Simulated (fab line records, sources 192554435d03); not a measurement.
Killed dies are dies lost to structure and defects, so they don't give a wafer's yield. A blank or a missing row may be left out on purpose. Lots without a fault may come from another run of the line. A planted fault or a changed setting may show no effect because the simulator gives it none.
Chamber matching | flow n5_finfet | N5_BEOL_M9_PECVD_70 on pecvd-02: 3 sister chambers
The step deposits SiO2 from TEOS/O2, target thk 20 nm, time 22.7 s. 6 wafers are shown with their chamber, then 10 later ones without.

WAFERS WITH THEIR CHAMBER
wafer  | chamber | throttle_valve_pct (%) | showerhead_plenum_p_Torr (Torr)
L089.4 | 0       | 23.2                   | 8.72
L089.6 | 0       | 22.8                   | 8.75
L091.1 | 1       | 23.0                   | 8.82
L091.3 | 2       | 21.3                   | 8.76
L090.1 | 1       | 22.7                   | 8.79
L090.3 | 2       | 20.9                   | 8.78

WAFERS WITHOUT THEIR CHAMBER
wafer  | throttle_valve_pct (%) | showerhead_plenum_p_Torr (Torr)
L090.6 | 21.0                   | 8.79
L093.1 | 22.9                   | 8.72
L093.2 | 21.2                   | 8.80
L093.4 | 22.8                   | 8.80
L095.2 | 22.9                   | 8.82
L095.4 | 23.0                   | 8.72
L095.6 | 22.6                   | 8.80
L097.1 | 21.2                   | 8.79
L097.2 | 22.9                   | 8.80
L097.5 | 23.3                   | 8.74

WHICH CHAMBER EACH WENT THROUGH
wafer  | from the rows above | in truth
L090.6 | 2                   | 2
L093.1 | 0                   | 0
L093.2 | 2                   | 2
L093.4 | 1                   | 1
L095.2 | 1                   | 1
L095.4 | 0                   | 0
L095.6 | 1                   | 1
L097.1 | 2                   | 2
L097.2 | 1                   | 1
L097.5 | 0                   | 0
Placed correctly: 10 of 10. Can't be placed from these rows: 0. Placed wrongly: 0.
How it was worked out, from the rows above alone: a wafer's distance from a chamber is the root of the sum, over the readings, of the square of ((its reading less the chamber's mean) divided by the reading's scatter). The wafer belongs to the nearest chamber; if the next one is less than 2 further off, it can't be placed. A chamber's mean is the mean of its shown wafers. The scatter: the root of (the sum of the squares of (reading less its chamber's mean) over the shown wafers, divided by (wafers less chambers)).
